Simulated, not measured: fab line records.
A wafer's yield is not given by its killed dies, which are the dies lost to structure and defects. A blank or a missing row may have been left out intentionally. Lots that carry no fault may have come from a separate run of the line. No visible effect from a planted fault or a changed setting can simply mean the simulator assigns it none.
Which tool is to blame? + flow nand-harc + 18 wafers from 6 lots sampled at 5 of the route's 1302 steps

## WHAT THE GAUGES READ, wafer by wafer
NHARC_END_SORT_01.
| lot  | measured     | on        | killed-at-array |
|------|--------------|-----------|-----------------|
| L113 | day 30 13:02 | prober-01 | 42 114 40       |

## TOOL THAT RAN EACH LOT (tool first, then ch and the chambers of the sampled wafers, then the start)
| lot  | NHARC_A_STAIRCASE_PRECLEAN_240      | NHARC_THIN_TSV_ETCH_15           | NHARC_THIN_TSV_ETCHBACK_48         | NHARC_THIN_TSV_PVD_51                   |
|------|-------------------------------------|----------------------------------|------------------------------------|-----------------------------------------|
| L102 | wet-bench-02 ch 0,4,7, day 17 02:22 | rie-si-03 ch 1,3, day 24 15:57   | rie-diel-07 ch 0,1, day 24 17:21   | pvd-sputter-03, no start                |
| L106 | wet-bench-06 ch 0,1,2, day 18 23:07 | rie-si-03 ch 0,2,3, day 26 19:53 | rie-diel-07 ch 0,2,3, day 26 21:19 | pvd-sputter-01, no start                |
| L113 | wet-bench-02 ch 4,5,6, day 22 07:29 | rie-si-06 ch 1,2, day 30 00:04   | rie-diel-07 ch 0,3, day 30 01:28   | pvd-sputter-03, day 30 13:02 or earlier |
| L116 | wet-bench-06 ch 1,4,5, day 22 20:43 | rie-si-04 ch 0,1, day 30 20:37   | rie-diel-11 ch 0,3, day 30 22:02   | pvd-sputter-01, no start                |
| L120 | wet-bench-01 ch 1,4,7, day 24 11:32 | rie-si-03 ch 0,2, day 32 03:24   | rie-diel-11 ch 1,3, day 32 04:50   | pvd-sputter-03, no start                |
| L122 | wet-bench-06 ch 1,5,7, day 25 15:29 | rie-si-03 ch 0,2,3, day 33 08:38 | rie-diel-07 ch 0,1,2, day 33 10:02 | pvd-sputter-03, no start                |
- NHARC_A_STAIRCASE_PRECLEAN_240: cleans in SC1.
- NHARC_THIN_TSV_ETCH_15: target depth 3000 nm, bosch target overetch cycles 2, bosch etch step 2.8 s.
- NHARC_THIN_TSV_ETCHBACK_48: etches the open film in C4F8/Ar, target depth 1028.5 nm, time 405.17 s.
- NHARC_THIN_TSV_PVD_51: deposits Cu, target thk 100 nm.

## THE ANSWER, worked out from the rows above alone
Rule: what is usual is taken from the lots themselves. Put in order of their means at a reading, lots are off if they are a third of the lots or fewer, leave a main group of 4 or more, and stand apart from it by a gap of 3 or more times the standard deviation of the main group's means; of several such gaps the widest counts. If all means in a main group match to the digits the tables above print for the reading, that group is not used. Also off: a lot with no number at a reading for which 4 or more lots have one. All remaining lots with rows at the step are treated as sound.
No lot is off at any reading shown: from this, nothing can be told.

## WHAT THE SIMULATOR HAD INSERTED
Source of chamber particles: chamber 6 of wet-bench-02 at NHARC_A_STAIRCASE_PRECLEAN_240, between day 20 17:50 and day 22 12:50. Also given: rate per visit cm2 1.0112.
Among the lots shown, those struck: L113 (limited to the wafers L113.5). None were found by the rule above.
